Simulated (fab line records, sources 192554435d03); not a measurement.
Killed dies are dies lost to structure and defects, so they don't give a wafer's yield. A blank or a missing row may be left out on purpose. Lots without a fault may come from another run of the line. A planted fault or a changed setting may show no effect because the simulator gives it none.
Problem report in the 8D (eight disciplines) form, filled by code | flow n5_finfet | the parts of the form that need people (team, actions taken, sign-off) are left out

1. THE PROBLEM
spin_speed_rpm at N5_PMOS_HMC_CHANNEL_EPI_COAT_31 reads a mean of 1639.8 rpm on 6 wafers of 2 lots; wafers without a fault read 1500.0 rpm with a standard deviation of 0.87. That is +99 or more standard deviations from the usual mean.
The step: time 60 s, resist thk 66 nm.
First seen on wafer L889.2, day 4 22:56, on litho_track-02. The record holds 12 wafers of 4 lots with a number at this step. Rule for "out", or "out of limits": more than 4 standard deviations from the usual mean. The other wafers with a number count as sound.

2. WHAT IT IS AND WHAT IT IS NOT
question                    | is                     | is not
which readings at this step | spin_speed_rpm         | -
which lots                  | L889, L891             | L883, L887
which wafers of those lots  | all that have a number | -
read on which tools         | litho_track-02         | litho_track-04
when                        | from day 4 22:56       | up to then (6 sound wafers)

3. SUSPECTS, AND WHAT RULES EACH OUT
Counting: a tool at a process step up to the reading stays a suspect if it ran every lot that is out and no sound lot after the first of them.
- litho_track-02 at N5_PMOS_HMC_CHANNEL_EPI_COAT_31 (time 60 s, resist thk 66 nm): kept. It ran every lot that is out, first L889 (day 4 22:56), and no sound lot after that; its last sound lot up to then is L883 (day 3 11:08). Its own readings are out on those wafers: spin_speed_rpm.
Left after counting: litho_track-02 at N5_PMOS_HMC_CHANNEL_EPI_COAT_31.

4. THE CAUSE (what the simulator had put in)
Process parameter drift: litho_track-02, from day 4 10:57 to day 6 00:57, at N5_PMOS_HMC_CHANNEL_EPI_COAT_31. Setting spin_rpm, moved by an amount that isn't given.
Counting left only this tool.

5. THE CHAIN OF EFFECTS, in route order
Each row: a reading whose mean over the struck wafers that have a number lies more than 3 standard deviations from the usual. Only readings for which the record gives a usual standard deviation are gone through. hours: the time from each lot's start at the first step in this table that gives one to its start at this step, as a median over the lots. sigmas: the change in usual standard deviations.
hours | step                            | reading        | usual      | on struck wafers | change | sigmas
0     | N5_PMOS_HMC_CHANNEL_EPI_COAT_31 | spin_speed_rpm | 1500.0 rpm | 1639.8           | +139.8 | +99 or more
The process steps in it:
- N5_PMOS_HMC_CHANNEL_EPI_COAT_31: time 60 s, resist thk 66 nm.
Later measuring or inspecting steps at which every struck wafer that the step has a row for has a number for every such reading, and none has moved that far: N5_BEOL_M4_RC_MEAS_101.

6. WHAT WOULD HAVE CAUGHT IT SOONER
In this record the first reading out of limits was taken at day 4 22:56, 12 hours after the fault began at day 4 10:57.
